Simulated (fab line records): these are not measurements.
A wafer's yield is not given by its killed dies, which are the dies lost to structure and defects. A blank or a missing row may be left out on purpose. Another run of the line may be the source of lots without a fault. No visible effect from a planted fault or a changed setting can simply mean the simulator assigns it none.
A sampling plan put to the test :: flow n5-finfet :: one fab line, 49 faults that these records tell of, each judged on the records of the lots that it struck
The line's own looks make up the plan; these are the steps of the route where a gauge or inspection reads the wafer and leaves it unchanged. A look is open to judgement when struck wafers have a number at it and the file gives its usual mean and standard deviation on fault-free wafers. Caught: at a look after the fault's first step, the mean of the struck wafers lies 4 or more of those standard deviations (sigma) from the usual mean. On the tool: here the same test is run on the tool's own readings at the fault's steps. Also counted as caught: the struck wafers showing another recipe, or a record that is empty for them alone.

THE FAULTS, as the simulator had put them in
1. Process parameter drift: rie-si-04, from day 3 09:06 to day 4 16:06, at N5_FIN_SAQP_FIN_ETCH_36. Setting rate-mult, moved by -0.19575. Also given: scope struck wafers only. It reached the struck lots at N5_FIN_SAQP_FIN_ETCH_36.
2. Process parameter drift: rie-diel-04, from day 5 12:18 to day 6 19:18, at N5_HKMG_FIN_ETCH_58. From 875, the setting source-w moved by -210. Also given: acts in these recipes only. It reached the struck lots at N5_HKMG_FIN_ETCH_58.
3. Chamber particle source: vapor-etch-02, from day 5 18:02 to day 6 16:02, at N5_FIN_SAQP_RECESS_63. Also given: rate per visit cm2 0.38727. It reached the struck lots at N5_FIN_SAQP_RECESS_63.
4. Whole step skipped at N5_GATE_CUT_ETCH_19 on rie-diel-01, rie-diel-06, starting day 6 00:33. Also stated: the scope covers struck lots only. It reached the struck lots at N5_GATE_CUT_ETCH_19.
5. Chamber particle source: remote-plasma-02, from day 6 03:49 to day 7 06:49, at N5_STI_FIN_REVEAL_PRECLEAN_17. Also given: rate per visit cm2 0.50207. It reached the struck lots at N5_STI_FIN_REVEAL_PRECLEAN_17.
6. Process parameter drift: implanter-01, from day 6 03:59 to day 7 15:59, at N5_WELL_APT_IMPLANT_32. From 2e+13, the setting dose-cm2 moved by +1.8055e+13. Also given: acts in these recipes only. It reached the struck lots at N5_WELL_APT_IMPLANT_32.
7. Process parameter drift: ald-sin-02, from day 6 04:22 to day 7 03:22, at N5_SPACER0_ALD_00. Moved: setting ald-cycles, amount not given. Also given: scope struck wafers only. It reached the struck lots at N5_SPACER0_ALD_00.
8. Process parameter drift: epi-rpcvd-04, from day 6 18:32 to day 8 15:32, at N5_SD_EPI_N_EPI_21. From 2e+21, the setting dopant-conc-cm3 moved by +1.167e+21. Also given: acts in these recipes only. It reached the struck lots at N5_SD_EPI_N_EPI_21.
9. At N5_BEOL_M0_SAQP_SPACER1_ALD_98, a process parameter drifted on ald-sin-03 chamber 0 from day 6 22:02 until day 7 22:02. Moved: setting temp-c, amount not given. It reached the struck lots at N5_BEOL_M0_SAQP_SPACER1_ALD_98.
10. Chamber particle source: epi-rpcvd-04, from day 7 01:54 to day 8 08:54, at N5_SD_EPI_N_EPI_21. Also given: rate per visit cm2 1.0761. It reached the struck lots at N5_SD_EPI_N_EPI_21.
11. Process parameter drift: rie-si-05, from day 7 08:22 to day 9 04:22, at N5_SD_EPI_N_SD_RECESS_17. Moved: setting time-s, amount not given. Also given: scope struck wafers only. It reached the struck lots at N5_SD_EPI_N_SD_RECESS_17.
12. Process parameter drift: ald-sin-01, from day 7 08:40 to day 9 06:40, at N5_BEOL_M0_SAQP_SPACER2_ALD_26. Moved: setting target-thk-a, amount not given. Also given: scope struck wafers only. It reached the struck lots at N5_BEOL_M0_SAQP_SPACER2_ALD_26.
13. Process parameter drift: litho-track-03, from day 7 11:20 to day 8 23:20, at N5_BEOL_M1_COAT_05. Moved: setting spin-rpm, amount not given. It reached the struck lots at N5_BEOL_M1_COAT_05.
14. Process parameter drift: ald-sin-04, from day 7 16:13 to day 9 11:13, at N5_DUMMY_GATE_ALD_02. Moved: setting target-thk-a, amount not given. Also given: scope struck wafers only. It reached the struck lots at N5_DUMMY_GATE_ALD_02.
15. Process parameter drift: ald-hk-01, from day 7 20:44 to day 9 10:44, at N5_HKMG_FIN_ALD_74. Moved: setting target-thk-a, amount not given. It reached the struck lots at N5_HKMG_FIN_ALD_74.
16. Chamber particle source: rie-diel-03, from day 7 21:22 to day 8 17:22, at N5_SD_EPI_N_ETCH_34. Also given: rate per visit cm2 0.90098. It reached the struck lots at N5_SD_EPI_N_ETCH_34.
17. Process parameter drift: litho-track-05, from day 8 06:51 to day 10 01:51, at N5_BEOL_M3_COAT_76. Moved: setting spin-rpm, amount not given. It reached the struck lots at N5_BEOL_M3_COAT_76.
18. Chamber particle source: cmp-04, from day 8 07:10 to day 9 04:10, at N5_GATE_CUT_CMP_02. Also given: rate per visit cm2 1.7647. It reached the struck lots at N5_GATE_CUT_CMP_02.
19. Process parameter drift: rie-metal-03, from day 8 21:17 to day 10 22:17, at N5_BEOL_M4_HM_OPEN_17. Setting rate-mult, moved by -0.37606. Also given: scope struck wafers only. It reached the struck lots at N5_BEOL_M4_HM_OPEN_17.
20. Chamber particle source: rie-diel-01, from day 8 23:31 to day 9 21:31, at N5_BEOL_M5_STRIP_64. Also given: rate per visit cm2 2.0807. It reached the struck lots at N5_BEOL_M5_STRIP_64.
21. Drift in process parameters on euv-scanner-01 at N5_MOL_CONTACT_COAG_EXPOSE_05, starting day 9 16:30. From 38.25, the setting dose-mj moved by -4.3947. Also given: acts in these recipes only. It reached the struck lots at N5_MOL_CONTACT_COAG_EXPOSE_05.
22. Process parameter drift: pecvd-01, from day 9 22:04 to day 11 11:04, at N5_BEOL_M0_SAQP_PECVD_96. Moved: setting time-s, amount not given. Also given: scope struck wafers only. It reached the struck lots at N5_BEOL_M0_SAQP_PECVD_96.
23. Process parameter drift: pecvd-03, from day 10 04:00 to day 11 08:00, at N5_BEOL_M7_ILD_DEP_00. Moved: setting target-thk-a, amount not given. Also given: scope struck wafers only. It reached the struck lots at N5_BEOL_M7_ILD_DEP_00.
24. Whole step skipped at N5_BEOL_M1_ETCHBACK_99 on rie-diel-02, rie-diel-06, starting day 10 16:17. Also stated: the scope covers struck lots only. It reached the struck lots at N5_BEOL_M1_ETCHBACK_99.
25. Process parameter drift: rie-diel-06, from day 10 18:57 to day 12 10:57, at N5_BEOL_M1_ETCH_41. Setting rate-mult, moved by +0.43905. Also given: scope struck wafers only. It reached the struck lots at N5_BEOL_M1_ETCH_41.
26. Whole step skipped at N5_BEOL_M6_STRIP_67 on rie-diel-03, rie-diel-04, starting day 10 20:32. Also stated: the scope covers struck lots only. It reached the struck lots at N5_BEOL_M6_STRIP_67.
27. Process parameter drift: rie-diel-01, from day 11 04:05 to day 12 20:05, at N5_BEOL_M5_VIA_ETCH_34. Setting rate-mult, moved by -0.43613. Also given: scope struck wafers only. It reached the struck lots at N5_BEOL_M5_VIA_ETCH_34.
28. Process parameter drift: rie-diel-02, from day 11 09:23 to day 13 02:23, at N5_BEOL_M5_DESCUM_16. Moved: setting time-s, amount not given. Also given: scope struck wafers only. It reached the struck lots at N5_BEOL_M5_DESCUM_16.
29. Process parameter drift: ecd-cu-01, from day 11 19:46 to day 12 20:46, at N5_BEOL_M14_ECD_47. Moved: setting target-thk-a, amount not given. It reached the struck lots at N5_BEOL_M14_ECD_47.
30. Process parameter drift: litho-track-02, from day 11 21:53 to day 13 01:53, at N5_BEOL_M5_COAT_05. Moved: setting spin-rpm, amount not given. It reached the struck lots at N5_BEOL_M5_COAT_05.
31. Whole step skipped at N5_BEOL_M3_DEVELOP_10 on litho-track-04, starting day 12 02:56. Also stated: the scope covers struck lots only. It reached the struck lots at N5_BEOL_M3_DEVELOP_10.
32. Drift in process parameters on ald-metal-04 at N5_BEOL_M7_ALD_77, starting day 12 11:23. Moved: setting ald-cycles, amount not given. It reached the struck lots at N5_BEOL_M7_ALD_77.
33. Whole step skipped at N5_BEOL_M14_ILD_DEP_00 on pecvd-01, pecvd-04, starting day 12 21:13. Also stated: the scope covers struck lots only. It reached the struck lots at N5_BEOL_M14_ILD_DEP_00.
34. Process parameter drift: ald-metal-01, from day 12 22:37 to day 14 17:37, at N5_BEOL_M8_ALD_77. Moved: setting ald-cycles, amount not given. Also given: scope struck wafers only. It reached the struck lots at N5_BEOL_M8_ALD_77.
35. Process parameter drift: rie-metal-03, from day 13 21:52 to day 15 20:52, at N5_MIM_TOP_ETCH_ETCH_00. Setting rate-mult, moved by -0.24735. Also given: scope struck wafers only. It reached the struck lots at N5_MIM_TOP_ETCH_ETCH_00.
36. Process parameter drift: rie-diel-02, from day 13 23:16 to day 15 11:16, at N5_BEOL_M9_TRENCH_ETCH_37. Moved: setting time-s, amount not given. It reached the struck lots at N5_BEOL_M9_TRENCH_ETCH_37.
37. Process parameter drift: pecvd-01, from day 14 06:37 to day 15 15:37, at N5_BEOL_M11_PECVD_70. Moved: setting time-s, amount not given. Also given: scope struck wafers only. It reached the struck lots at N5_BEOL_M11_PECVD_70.
38. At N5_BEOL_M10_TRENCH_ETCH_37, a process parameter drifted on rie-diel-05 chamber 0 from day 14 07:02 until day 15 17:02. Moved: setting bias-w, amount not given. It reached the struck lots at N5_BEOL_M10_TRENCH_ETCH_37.
39. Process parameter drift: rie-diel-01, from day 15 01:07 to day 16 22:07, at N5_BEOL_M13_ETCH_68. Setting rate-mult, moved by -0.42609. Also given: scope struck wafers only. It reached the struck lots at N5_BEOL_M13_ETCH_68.
40. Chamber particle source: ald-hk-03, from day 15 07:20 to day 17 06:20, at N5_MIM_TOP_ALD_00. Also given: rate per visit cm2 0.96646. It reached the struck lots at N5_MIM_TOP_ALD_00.
41. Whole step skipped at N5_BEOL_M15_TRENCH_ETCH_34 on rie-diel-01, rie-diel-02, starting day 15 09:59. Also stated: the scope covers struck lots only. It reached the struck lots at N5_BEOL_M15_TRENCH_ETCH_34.
42. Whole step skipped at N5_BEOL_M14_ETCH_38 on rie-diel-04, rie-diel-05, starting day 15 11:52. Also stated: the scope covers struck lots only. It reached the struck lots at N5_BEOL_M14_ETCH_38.
43. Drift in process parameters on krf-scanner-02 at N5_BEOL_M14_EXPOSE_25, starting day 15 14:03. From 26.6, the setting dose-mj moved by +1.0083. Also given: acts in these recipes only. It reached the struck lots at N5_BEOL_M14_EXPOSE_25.
44. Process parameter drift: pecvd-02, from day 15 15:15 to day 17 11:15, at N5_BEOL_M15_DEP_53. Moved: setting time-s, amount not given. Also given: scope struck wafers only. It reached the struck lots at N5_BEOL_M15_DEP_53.
45. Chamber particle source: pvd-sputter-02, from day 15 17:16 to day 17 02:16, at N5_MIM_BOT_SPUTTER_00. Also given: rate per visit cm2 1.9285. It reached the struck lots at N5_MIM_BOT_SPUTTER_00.
46. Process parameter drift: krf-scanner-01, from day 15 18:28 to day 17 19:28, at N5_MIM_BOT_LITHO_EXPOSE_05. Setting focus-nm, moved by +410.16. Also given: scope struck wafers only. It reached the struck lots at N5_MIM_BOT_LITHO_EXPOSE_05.
47. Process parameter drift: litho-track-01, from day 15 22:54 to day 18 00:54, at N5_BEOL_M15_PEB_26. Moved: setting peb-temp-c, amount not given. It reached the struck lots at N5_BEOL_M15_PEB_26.
48. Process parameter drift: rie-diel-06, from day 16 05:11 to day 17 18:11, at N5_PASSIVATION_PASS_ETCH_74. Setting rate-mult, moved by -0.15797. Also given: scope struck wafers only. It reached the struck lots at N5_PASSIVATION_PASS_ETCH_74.
49. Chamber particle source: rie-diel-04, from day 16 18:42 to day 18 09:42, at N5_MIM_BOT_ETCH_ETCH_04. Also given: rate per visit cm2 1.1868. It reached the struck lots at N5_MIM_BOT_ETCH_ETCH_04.

WHAT THE PLAN SAW
fault: 1
on the tool itself: oes-product-au -5.2 sigma
first look that catches it: N5_FIN_SAQP_OCD_MEAS_76
reading, sigma: trench-depth-nm -6.6
median hours from its first step to that look: 0.2
hours from the fault's start to the first struck lot there: 5
judged looks passed uncaught: 0

fault: 2
on the tool itself: rf-fwd-power-W -83 sigma
first look that catches it: not the one look that can be judged after it
reading, sigma: -
median hours from its first step to that look: -
hours from the fault's start to the first struck lot there: -
judged looks passed uncaught: 1

fault: 3
on the tool itself: under 2 sigma
first look that catches it: N5_FIN_CUT_INSPECT_10
reading, sigma: raw-defect-count +19
median hours from its first step to that look: 2.1
hours from the fault's start to the first struck lot there: 6
judged looks passed uncaught: 1

fault: 4
on the tool itself: the tool's record is blank for the struck wafers
first look that catches it: no look after it can be judged
reading, sigma: -
median hours from its first step to that look: -
hours from the fault's start to the first struck lot there: -
judged looks passed uncaught: 0

fault: 5
on the tool itself: under 2 sigma
first look that catches it: N5_STI_FIN_REVEAL_INSPECT_13
reading, sigma: raw-defect-count +71
median hours from its first step to that look: 1.0
hours from the fault's start to the first struck lot there: 7
judged looks passed uncaught: 0

fault: 6
on the tool itself: dose-ions-cm2 +99 or beyond sigma
first look that catches it: N5_BEOL_M4_RC_MEAS_101
reading, sigma: CJ_N +14
median hours from its first step to that look: 153.7
hours from the fault's start to the first struck lot there: 172
judged looks passed uncaught: 0

fault: 7
on the tool itself: under 2 sigma
first look that catches it: N5_BEOL_M4_RC_MEAS_101
reading, sigma: IOFF_P +23
median hours from its first step to that look: 117.5
hours from the fault's start to the first struck lot there: 125
judged looks passed uncaught: 0

fault: 8
on the tool itself: under 2 sigma
first look that catches it: N5_SD_ACTIVATION_RS_MEAS_03
reading, sigma: RS_SD_N -7.0
median hours from its first step to that look: 7.6
hours from the fault's start to the first struck lot there: 9
judged looks passed uncaught: 0

fault: 9
on the tool itself: susceptor-temp-C -70 sigma
first look that catches it: none of the 2 looks that can be judged after it
reading, sigma: -
median hours from its first step to that look: -
hours from the fault's start to the first struck lot there: -
judged looks passed uncaught: 2

fault: 10
on the tool itself: under 2 sigma
first look that catches it: N5_SD_EPI_N_INSPECT_26
reading, sigma: raw-defect-count +17
median hours from its first step to that look: 2.5
hours from the fault's start to the first struck lot there: 8
judged looks passed uncaught: 0

fault: 11
on the tool itself: under 2 sigma
first look that catches it: N5_BEOL_M4_RC_MEAS_101
reading, sigma: SS_N +4.5
median hours from its first step to that look: 110.3
hours from the fault's start to the first struck lot there: 121
judged looks passed uncaught: 0

fault: 12
on the tool itself: under 2 sigma
first look that catches it: N5_BEOL_M0_SAQP_CD_MEAS_29
reading, sigma: cd-nm +27
median hours from its first step to that look: 0.6
hours from the fault's start to the first struck lot there: 5
judged looks passed uncaught: 0

fault: 13
on the tool itself: spin-speed-rpm -71 sigma
first look that catches it: not the one look that can be judged after it
reading, sigma: -
median hours from its first step to that look: -
hours from the fault's start to the first struck lot there: -
judged looks passed uncaught: 1

fault: 14
on the tool itself: under 2 sigma
first look that catches it: no look after it can be judged
reading, sigma: -
median hours from its first step to that look: -
hours from the fault's start to the first struck lot there: -
judged looks passed uncaught: 0

fault: 15
on the tool itself: under 2 sigma
first look that catches it: N5_BEOL_M4_RC_MEAS_101
reading, sigma: VT_P -7.3
median hours from its first step to that look: 99.0
hours from the fault's start to the first struck lot there: 104
judged looks passed uncaught: 0

fault: 16
on the tool itself: under 2 sigma
first look that catches it: N5_SD_EPI_N_INSPECT_26
reading, sigma: raw-defect-count +15
median hours from its first step to that look: 4.3
hours from the fault's start to the first struck lot there: 9
judged looks passed uncaught: 0

fault: 17
on the tool itself: spin-speed-rpm -42 sigma
first look that catches it: not the one look that can be judged after it
reading, sigma: -
median hours from its first step to that look: -
hours from the fault's start to the first struck lot there: -
judged looks passed uncaught: 1

fault: 18
on the tool itself: under 2 sigma
first look that catches it: N5_GATE_CUT_INSPECT_15
reading, sigma: raw-defect-count +28
median hours from its first step to that look: 0.8
hours from the fault's start to the first struck lot there: 10
judged looks passed uncaught: 0

fault: 19
on the tool itself: under 2 sigma
first look that catches it: N5_BEOL_M4_OCD_MEAS_38
reading, sigma: trench-depth-nm -22
median hours from its first step to that look: 2.6
hours from the fault's start to the first struck lot there: 19
judged looks passed uncaught: 1

fault: 20
on the tool itself: under 2 sigma
first look that catches it: N5_BEOL_M5_INSPECT_30
reading, sigma: raw-defect-count +15
median hours from its first step to that look: 0.7
hours from the fault's start to the first struck lot there: 10
judged looks passed uncaught: 0

fault: 21
on the tool itself: exposure-dose-mJ-cm2 -19 sigma
first look that catches it: N5_MOL_CONTACT_COAG_CD_MEAS_08
reading, sigma: cd-nm -9.7
median hours from its first step to that look: 0.1
hours from the fault's start to the first struck lot there: 4
judged looks passed uncaught: 0

fault: 22
on the tool itself: run-length-s -45 sigma
first look that catches it: not the one look that can be judged after it
reading, sigma: -
median hours from its first step to that look: -
hours from the fault's start to the first struck lot there: -
judged looks passed uncaught: 1

fault: 23
on the tool itself: under 2 sigma
first look that catches it: none of the 5 looks that can be judged after it
reading, sigma: strongest: M7_ILD_THK at N5_BEOL_M7_THK_MEAS_01, +3.9
median hours from its first step to that look: -
hours from the fault's start to the first struck lot there: -
judged looks passed uncaught: 5

fault: 24
on the tool itself: the tool's record is blank for the struck wafers
first look that catches it: no look after it can be judged
reading, sigma: -
median hours from its first step to that look: -
hours from the fault's start to the first struck lot there: -
judged looks passed uncaught: 0

fault: 25
on the tool itself: under 2 sigma
first look that catches it: not the one look that can be judged after it
reading, sigma: -
median hours from its first step to that look: -
hours from the fault's start to the first struck lot there: -
judged looks passed uncaught: 1

fault: 26
on the tool itself: the tool's record is blank for the struck wafers
first look that catches it: no look after it can be judged
reading, sigma: -
median hours from its first step to that look: -
hours from the fault's start to the first struck lot there: -
judged looks passed uncaught: 0

fault: 27
on the tool itself: only faintly: oes-product-au -2.6 sigma
first look that catches it: no look after it can be judged
reading, sigma: -
median hours from its first step to that look: -
hours from the fault's start to the first struck lot there: -
judged looks passed uncaught: 0

fault: 28
on the tool itself: under 2 sigma
first look that catches it: no look after it can be judged
reading, sigma: -
median hours from its first step to that look: -
hours from the fault's start to the first struck lot there: -
judged looks passed uncaught: 0

fault: 29
on the tool itself: no reading that can be judged
first look that catches it: N5_BEOL_M14_THK_MEAS_50
reading, sigma: M14_THK -9.3
median hours from its first step to that look: 1.2
hours from the fault's start to the first struck lot there: 4
judged looks passed uncaught: 0

fault: 30
on the tool itself: spin-speed-rpm +99 or beyond sigma
first look that catches it: none of the 3 looks that can be judged after it
reading, sigma: -
median hours from its first step to that look: -
hours from the fault's start to the first struck lot there: -
judged looks passed uncaught: 3

fault: 31
on the tool itself: no reading that can be judged
first look that catches it: no look after it can be judged
reading, sigma: -
median hours from its first step to that look: -
hours from the fault's start to the first struck lot there: -
judged looks passed uncaught: 0

fault: 32
on the tool itself: under 2 sigma
first look that catches it: N5_BEOL_M15_RC_MEAS_101
reading, sigma: COMB_M7 +8.8
median hours from its first step to that look: 54.8
hours from the fault's start to the first struck lot there: 74
judged looks passed uncaught: 0

fault: 33
on the tool itself: the tool's record is blank for the struck wafers
first look that catches it: not the one look that can be judged after it
reading, sigma: -
median hours from its first step to that look: -
hours from the fault's start to the first struck lot there: -
judged looks passed uncaught: 1

fault: 34
on the tool itself: under 2 sigma
first look that catches it: none of the 8 looks that can be judged after it
reading, sigma: strongest: SERP_M8 at N5_BEOL_M15_RC_MEAS_101, +3.8
median hours from its first step to that look: -
hours from the fault's start to the first struck lot there: -
judged looks passed uncaught: 8

fault: 35
on the tool itself: under 2 sigma
first look that catches it: no look after it can be judged
reading, sigma: -
median hours from its first step to that look: -
hours from the fault's start to the first struck lot there: -
judged looks passed uncaught: 0

fault: 36
on the tool itself: run-length-s -63 sigma
first look that catches it: N5_BEOL_M9_OCD_MEAS_38
reading, sigma: trench-depth-nm -18
median hours from its first step to that look: 0.2
hours from the fault's start to the first struck lot there: 4
judged looks passed uncaught: 0

fault: 37
on the tool itself: under 2 sigma
first look that catches it: no look after it can be judged
reading, sigma: -
median hours from its first step to that look: -
hours from the fault's start to the first struck lot there: -
judged looks passed uncaught: 0

fault: 38
on the tool itself: bias-w -99 or beyond sigma
first look that catches it: N5_BEOL_M10_OCD_MEAS_38
reading, sigma: trench-depth-nm -8.5
median hours from its first step to that look: 0.2
hours from the fault's start to the first struck lot there: 32
judged looks passed uncaught: 0

fault: 39
on the tool itself: under 2 sigma
first look that catches it: not the one look that can be judged after it
reading, sigma: -
median hours from its first step to that look: -
hours from the fault's start to the first struck lot there: -
judged looks passed uncaught: 1

fault: 40
on the tool itself: under 2 sigma
first look that catches it: not the one look that can be judged after it
reading, sigma: -
median hours from its first step to that look: -
hours from the fault's start to the first struck lot there: -
judged looks passed uncaught: 1

fault: 41
on the tool itself: the tool's record is blank for the struck wafers
first look that catches it: no look after it can be judged
reading, sigma: -
median hours from its first step to that look: -
hours from the fault's start to the first struck lot there: -
judged looks passed uncaught: 0

fault: 42
on the tool itself: the tool's record is blank for the struck wafers
first look that catches it: no look after it can be judged
reading, sigma: -
median hours from its first step to that look: -
hours from the fault's start to the first struck lot there: -
judged looks passed uncaught: 0

fault: 43
on the tool itself: exposure-dose-mJ-cm2 +32 sigma
first look that catches it: not the one look that can be judged after it
reading, sigma: strongest: cd-nm at N5_BEOL_M14_CD_MEAS_28, +2.6
median hours from its first step to that look: -
hours from the fault's start to the first struck lot there: -
judged looks passed uncaught: 1

fault: 44
on the tool itself: under 2 sigma
first look that catches it: not the one look that can be judged after it
reading, sigma: -
median hours from its first step to that look: -
hours from the fault's start to the first struck lot there: -
judged looks passed uncaught: 1

fault: 45
on the tool itself: under 2 sigma
first look that catches it: no look after it can be judged
reading, sigma: -
median hours from its first step to that look: -
hours from the fault's start to the first struck lot there: -
judged looks passed uncaught: 0

fault: 46
on the tool itself: no reading that can be judged
first look that catches it: N5_MIM_BOT_LITHO_CD_MEAS_08
reading, sigma: cd-nm +22
median hours from its first step to that look: 0.2
hours from the fault's start to the first struck lot there: 2
judged looks passed uncaught: 0

fault: 47
on the tool itself: plate-temp-C -22 sigma
first look that catches it: N5_BEOL_M15_CD_MEAS_28
reading, sigma: cd-nm -4.0
median hours from its first step to that look: 0.1
hours from the fault's start to the first struck lot there: 0
judged looks passed uncaught: 0

fault: 48
on the tool itself: under 2 sigma
first look that catches it: no look after it can be judged
reading, sigma: -
median hours from its first step to that look: -
hours from the fault's start to the first struck lot there: -
judged looks passed uncaught: 0

fault: 49
on the tool itself: under 2 sigma
first look that catches it: no look after it can be judged
reading, sigma: -
median hours from its first step to that look: -
hours from the fault's start to the first struck lot there: -
judged looks passed uncaught: 0
A dash: this means the fault isn't caught or the number doesn't appear in these records.

Caught at a look: 21 of 49. Caught on the tool: 19 of 49. By one or the other: 34 of 49.
On the tool alone, faults 2, 4, 9, 13, 17, 22, 24, 26, 30, 33, 41, 42, 43 were caught.
Caught at a look alone: faults 3, 5, 7, 8, 10, 11, 12, 15, 16, 18, 19, 20, 29, 32, 46.
Caught by neither: faults 14, 23, 25, 27, 28, 31, 34, 35, 37, 39, 40, 44, 45, 48, 49.

THINNER SAMPLING
If the look that catches a fault measured only every second or every third lot, by lot number, the first struck lot would be measured this late in the worst case:
fault: 1
struck lots at that look, in order of time: L565, L566, L569
every lot: 5 h
every second lot: 12 h
every third lot: may miss all 3

fault: 3
struck lots at that look, in order of time: L755
every lot: 6 h
every second lot: may miss it
every third lot: may miss it

fault: 5
struck lots at that look, in order of time: L840, L842
every lot: 7 h
every second lot: may miss all 2
every third lot: may miss all 2

fault: 6
struck lots at that look, in order of time: L367, L368
every lot: 172 h
every second lot: 177 h
every third lot: may miss all 2

fault: 7
struck lots at that look, in order of time: L115, L117
every lot: 125 h
every second lot: may miss all 2
every third lot: may miss all 2

fault: 8
struck lots at that look, in order of time: L706, L709
every lot: 9 h
every second lot: 21 h
every third lot: may miss all 2

fault: 10
struck lots at that look, in order of time: L910, L914
every lot: 8 h
every second lot: may miss all 2
every third lot: may miss all 2

fault: 11
struck lots at that look, in order of time: L471
every lot: 121 h
every second lot: may miss it
every third lot: may miss it

fault: 12
struck lots at that look, in order of time: L834, L840
every lot: 5 h
every second lot: may miss all 2
every third lot: may miss all 2

fault: 15
struck lots at that look, in order of time: L267, L273
every lot: 104 h
every second lot: may miss all 2
every third lot: may miss all 2

fault: 16
struck lots at that look, in order of time: L857, L858
every lot: 9 h
every second lot: 13 h
every third lot: may miss all 2

fault: 18
struck lots at that look, in order of time: L649, L650, L652
every lot: 10 h
every second lot: 17 h
every third lot: may miss all 3

fault: 19
struck lots at that look, in order of time: L756, L757
every lot: 19 h
every second lot: 36 h
every third lot: may miss all 2

fault: 20
struck lots at that look, in order of time: L697, L700
every lot: 10 h
every second lot: 18 h
every third lot: may miss all 2

fault: 21
struck lots at that look, in order of time: L566, L569
every lot: 4 h
every second lot: 22 h
every third lot: may miss all 2

fault: 29
struck lots at that look, in order of time: L380, L381
every lot: 4 h
every second lot: 14 h
every third lot: may miss all 2

fault: 32
struck lots at that look, in order of time: L305
every lot: 74 h
every second lot: may miss it
every third lot: may miss it

fault: 36
struck lots at that look, in order of time: L683, L687
every lot: 4 h
every second lot: may miss all 2
every third lot: may miss all 2

fault: 38
struck lots at that look, in order of time: L609
every lot: 32 h
every second lot: may miss it
every third lot: may miss it

fault: 46
struck lots at that look, in order of time: L998, L103
every lot: 2 h
every second lot: 16 h
every third lot: may miss all 2

fault: 47
struck lots at that look, in order of time: L906, L910
every lot: 0 h
every second lot: may miss all 2
every third lot: may miss all 2
The hour figures run from when the fault began to the first measured lot among those it struck. The limit of 4 sigma was tested on all struck wafers together, so one lot alone may lie under it. Other struck lots may not be in these records.

THE LONGEST TIMED WAY FROM STEP TO LOOK
Fault 6: the median time between N5_WELL_APT_IMPLANT_32 and N5_BEOL_M4_RC_MEAS_101 is 153.7 hours. No look between them can be judged.
